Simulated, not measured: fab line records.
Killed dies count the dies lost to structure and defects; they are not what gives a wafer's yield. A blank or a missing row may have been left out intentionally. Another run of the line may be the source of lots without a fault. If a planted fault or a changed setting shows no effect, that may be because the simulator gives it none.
Split-lot trial :: flow n5_finfet :: 39 wafers read from 7 lots, route of 1938 steps

## ON THE SPLIT
At N5_BEOL_M4_TRENCH_ETCH_37 (etches SiOC in C4F6/O2, target depth 55.555 nm, time 29.2 s), the setting target_depth_a was moved away from the recipe's 555.55 angstrom on 18 of the 39 wafers read, by -49.0% to +25.9%. This setting was run at the recipe's value on the other wafers.

## FROM THE SPLIT TO THE READING: what the file shows between them, 13 steps
- N5_BEOL_M4_ETCH_41: etches SiCN in CH3F/O2, target depth 29.9 nm, time 52.5 s
- N5_BEOL_M4_STRIP_97: strips in N2/H2, time 10 s
- N5_BEOL_M4_OCD_MEAS_38
- N5_BEOL_M4_HM_STRIP_39: strips TiN in peroxide tin strip, target depth 25 nm, time 158 s
- N5_BEOL_M4_SRD_40: time 30 s
- N5_BEOL_M4_ECD_50: material Cu, target thk 300 nm
- N5_BEOL_M4_ANNEAL_51: time 90 s
- N5_BEOL_M4_CMP_52: polishes, stops on SiOC, t overpolish 6.8 s, target thk 40 nm
- N5_BEOL_M4_THK_MEAS_53: measures by xrf
- N5_BEOL_M4_PRE_CLEAN_60: time 15 s
- N5_BEOL_M4_CO_CAP_55: material Co, precursor CCTBA/H2, target thk 2 nm, time 102.1 s
- N5_BEOL_M4_PRE_CLEAN_56: time 15 s
- N5_BEOL_M4_DEP_57: deposits SiCN from 3MS/NH3, target thk 8 nm, time 14 s

## THE READING
M4_RS in ohm/sq, measured at N5_BEOL_M4_RS_MEAS_58 by four-point-probe. On this fab line, fault-free wafers typically give 0.660 ohm/sq with a standard deviation of 0.026 ohm/sq.

wafer: L074.1
tool, chamber at the split: rie_diel-05, 1
target_depth_a as run, angstrom: 684.4
against the recipe: +23.2%
M4_RS, ohm/sq: 0.497
against lot-mates on the recipe: -0.177

wafer: L074.2
tool, chamber at the split: rie_diel-05, 3
target_depth_a as run, angstrom: 684.4
against the recipe: +23.2%
M4_RS, ohm/sq: 0.483
against lot-mates on the recipe: -0.191

wafer: L074.3
tool, chamber at the split: rie_diel-05, 2
target_depth_a as run, angstrom: 555.55
against the recipe: recipe
M4_RS, ohm/sq: 0.663
against lot-mates on the recipe: -

wafer: L074.4
tool, chamber at the split: rie_diel-05, 0
target_depth_a as run, angstrom: 555.55
against the recipe: recipe
M4_RS, ohm/sq: 0.685
against lot-mates on the recipe: -

wafer: L074.5
tool, chamber at the split: rie_diel-05, 2
target_depth_a as run, angstrom: 684.4
against the recipe: +23.2%
M4_RS, ohm/sq: 0.460
against lot-mates on the recipe: -0.214

wafer: L074.6
tool, chamber at the split: rie_diel-05, 3
target_depth_a as run, angstrom: 555.55
against the recipe: recipe
M4_RS, ohm/sq: 0.674
against lot-mates on the recipe: -

wafer: L075.1
tool, chamber at the split: rie_diel-03, 2
target_depth_a as run, angstrom: 555.55
against the recipe: recipe
M4_RS, ohm/sq: 0.660
against lot-mates on the recipe: -

wafer: L075.2
tool, chamber at the split: rie_diel-03, 0
target_depth_a as run, angstrom: 466.5
against the recipe: -16.0%
M4_RS, ohm/sq: 0.901
against lot-mates on the recipe: +0.225

wafer: L075.3
tool, chamber at the split: rie_diel-03, 3
target_depth_a as run, angstrom: 555.55
against the recipe: recipe
M4_RS, ohm/sq: 0.669
against lot-mates on the recipe: -

wafer: L075.4
tool, chamber at the split: rie_diel-03, 1
target_depth_a as run, angstrom: 555.55
against the recipe: recipe
M4_RS, ohm/sq: 0.699
against lot-mates on the recipe: -

wafer: L075.5
tool, chamber at the split: rie_diel-03, 2
target_depth_a as run, angstrom: 466.5
against the recipe: -16.0%
M4_RS, ohm/sq: 0.905
against lot-mates on the recipe: +0.229

wafer: L075.6
tool, chamber at the split: rie_diel-03, 3
target_depth_a as run, angstrom: 466.5
against the recipe: -16.0%
M4_RS, ohm/sq: 0.922
against lot-mates on the recipe: +0.246

wafer: L078.1
tool, chamber at the split: rie_diel-03, 2
target_depth_a as run, angstrom: 305.1
against the recipe: -45.1%
M4_RS, ohm/sq: 3.078
against lot-mates on the recipe: +2.417

wafer: L078.2
tool, chamber at the split: rie_diel-03, 0
target_depth_a as run, angstrom: 555.55
against the recipe: recipe
M4_RS, ohm/sq: 0.689
against lot-mates on the recipe: -

wafer: L078.3
tool, chamber at the split: rie_diel-03, 3
target_depth_a as run, angstrom: 305.1
against the recipe: -45.1%
M4_RS, ohm/sq: 2.531
against lot-mates on the recipe: +1.870

wafer: L078.4
tool, chamber at the split: rie_diel-03, 1
target_depth_a as run, angstrom: 555.55
against the recipe: recipe
M4_RS, ohm/sq: 0.635
against lot-mates on the recipe: -

wafer: L078.5
tool, chamber at the split: rie_diel-03, 0
target_depth_a as run, angstrom: 305.1
against the recipe: -45.1%
M4_RS, ohm/sq: 2.318
against lot-mates on the recipe: +1.657

wafer: L078.6
tool, chamber at the split: rie_diel-03, 3
target_depth_a as run, angstrom: 555.55
against the recipe: recipe
M4_RS, ohm/sq: 0.660
against lot-mates on the recipe: -

wafer: L079.1
tool, chamber at the split: rie_diel-03, 0
target_depth_a as run, angstrom: 555.55
against the recipe: recipe
M4_RS, ohm/sq: 0.678
against lot-mates on the recipe: -

wafer: L079.2
tool, chamber at the split: rie_diel-03, 3
target_depth_a as run, angstrom: 555.55
against the recipe: recipe
M4_RS, ohm/sq: 0.682
against lot-mates on the recipe: -

wafer: L079.6
tool, chamber at the split: rie_diel-03, 0
target_depth_a as run, angstrom: 555.55
against the recipe: recipe
M4_RS, ohm/sq: 0.645
against lot-mates on the recipe: -

wafer: L082.1
tool, chamber at the split: rie_diel-05, 2
target_depth_a as run, angstrom: 555.55
against the recipe: recipe
M4_RS, ohm/sq: 0.645
against lot-mates on the recipe: -

wafer: L082.2
tool, chamber at the split: rie_diel-05, 1
target_depth_a as run, angstrom: 555.55
against the recipe: recipe
M4_RS, ohm/sq: 0.638
against lot-mates on the recipe: -

wafer: L082.3
tool, chamber at the split: rie_diel-05, 0
target_depth_a as run, angstrom: 374.9
against the recipe: -32.5%
M4_RS, ohm/sq: 1.470
against lot-mates on the recipe: +0.827

wafer: L082.4
tool, chamber at the split: rie_diel-05, 2
target_depth_a as run, angstrom: 555.55
against the recipe: recipe
M4_RS, ohm/sq: 0.646
against lot-mates on the recipe: -

wafer: L082.5
tool, chamber at the split: rie_diel-05, 1
target_depth_a as run, angstrom: 374.9
against the recipe: -32.5%
M4_RS, ohm/sq: 1.477
against lot-mates on the recipe: +0.834

wafer: L082.6
tool, chamber at the split: rie_diel-05, 0
target_depth_a as run, angstrom: 374.9
against the recipe: -32.5%
M4_RS, ohm/sq: 1.326
against lot-mates on the recipe: +0.683

wafer: L085.1
tool, chamber at the split: rie_diel-03, 1
target_depth_a as run, angstrom: 555.55
against the recipe: recipe
M4_RS, ohm/sq: 0.664
against lot-mates on the recipe: -

wafer: L085.2
tool, chamber at the split: rie_diel-03, 2
target_depth_a as run, angstrom: 283.3
against the recipe: -49.0%
M4_RS, ohm/sq: 3.604
against lot-mates on the recipe: +2.943

wafer: L085.3
tool, chamber at the split: rie_diel-03, 3,0
target_depth_a as run, angstrom: 283.3
against the recipe: -49.0%
M4_RS, ohm/sq: 3.294
against lot-mates on the recipe: +2.633

wafer: L085.4
tool, chamber at the split: rie_diel-03, 3,0
target_depth_a as run, angstrom: 283.3
against the recipe: -49.0%
M4_RS, ohm/sq: 3.520
against lot-mates on the recipe: +2.859

wafer: L085.5
tool, chamber at the split: rie_diel-03, 0
target_depth_a as run, angstrom: 555.55
against the recipe: recipe
M4_RS, ohm/sq: 0.656
against lot-mates on the recipe: -

wafer: L085.6
tool, chamber at the split: rie_diel-03, 1
target_depth_a as run, angstrom: 555.55
against the recipe: recipe
M4_RS, ohm/sq: 0.662
against lot-mates on the recipe: -

wafer: L090.1
tool, chamber at the split: rie_diel-04, 1
target_depth_a as run, angstrom: 555.55
against the recipe: recipe
M4_RS, ohm/sq: 0.641
against lot-mates on the recipe: -

wafer: L090.2
tool, chamber at the split: rie_diel-04, 3
target_depth_a as run, angstrom: 699.4
against the recipe: +25.9%
M4_RS, ohm/sq: 0.422
against lot-mates on the recipe: -0.199

wafer: L090.3
tool, chamber at the split: rie_diel-04, 2
target_depth_a as run, angstrom: 555.55
against the recipe: recipe
M4_RS, ohm/sq: 0.593
against lot-mates on the recipe: -

wafer: L090.4
tool, chamber at the split: rie_diel-04, 0
target_depth_a as run, angstrom: 555.55
against the recipe: recipe
M4_RS, ohm/sq: 0.628
against lot-mates on the recipe: -

wafer: L090.5
tool, chamber at the split: rie_diel-04, 0
target_depth_a as run, angstrom: 699.4
against the recipe: +25.9%
M4_RS, ohm/sq: 0.421
against lot-mates on the recipe: -0.200

wafer: L090.6
tool, chamber at the split: rie_diel-04, 3
target_depth_a as run, angstrom: 699.4
against the recipe: +25.9%
M4_RS, ohm/sq: 0.432
against lot-mates on the recipe: -0.189
When a row names more than one chamber, that row covers several wafers, and the file does not tell which wafer ran in which chamber.

THE FIT
A straight line over all 39 wafers: M4_RS changes by -0.0362 ohm/sq for each +1% of target_depth_a; r = -0.89; the points scatter about the line by 0.43 ohm/sq.
The same after taking each lot's own level away (the mean of its wafers on the recipe; 39 wafers): -0.0361 ohm/sq for each +1%; r = -0.89; scatter 0.43 ohm/sq.
On that fit, the largest move of target_depth_a shifts the reading by 1.8 ohm/sq.
The lots' own levels span 0.6207 to 0.6760 ohm/sq, that is 2.1 times the standard deviation above.
The two slopes are in agreement: the lot-to-lot level therefore moves the slope only a little.
Check: with one of the wafers moved furthest among these (-49.0%) left out of the fit, the line predicts +1.79 ohm/sq for it against its lot-mates. Against them it came out at +2.94 ohm/sq.

## THE WHOLE CHAIN: every reading that the file lists as answering this split, in the file's order
step: N5_BEOL_M4_TRENCH_ETCH_37
what it does: etches SiOC in C4F6/O2, target depth 55.555 nm, time 29.2 s
reading: BEOL_M4.feature_depth_nm (the simulator's own value, which no gauge read)
change (the file's fit): +0.562 nm for each +1% of the setting
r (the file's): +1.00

step: N5_BEOL_M4_TRENCH_ETCH_37
what it does: etches SiOC in C4F6/O2, target depth 55.555 nm, time 29.2 s
reading: etch.depth_nm (the simulator's own value, which no gauge read)
change (the file's fit): +0.563 nm for each +1% of the setting
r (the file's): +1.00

step: N5_BEOL_M4_TRENCH_ETCH_37
what it does: etches SiOC in C4F6/O2, target depth 55.555 nm, time 29.2 s
reading: TiN_of_BEOL_M4_HM_DEP_02.thk_nm (the simulator's own value, which no gauge read)
change (the file's fit): -0.023 nm for each +1% of the setting
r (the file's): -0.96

step: N5_BEOL_M4_OCD_MEAS_38
what it does: 
reading: trench_depth_nm
change (the file's fit): +0.569 nm for each +1% of the setting
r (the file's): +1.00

step: N5_BEOL_M4_CMP_52
what it does: polishes, stops on SiOC, t overpolish 6.8 s, target thk 40 nm
reading: Cu_of_BEOL_M4_ECD_50.thk_nm (the simulator's own value, which no gauge read)
change (the file's fit): +0.566 nm for each +1% of the setting
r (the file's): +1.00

step: N5_BEOL_M4_THK_MEAS_53
what it does: measures by xrf
reading: M4_THK
change (the file's fit): +0.566 for each +1% of the setting
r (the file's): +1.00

step: N5_BEOL_M4_RS_MEAS_58
what it does: measures by four-point-probe
reading: M4_RS
change (the file's fit): -0.0382 for each +1% of the setting
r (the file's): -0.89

## THE FILE'S OWN FIT
M4_RS changes by -0.0382 ohm/sq for each +1% of target_depth_a, r = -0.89.
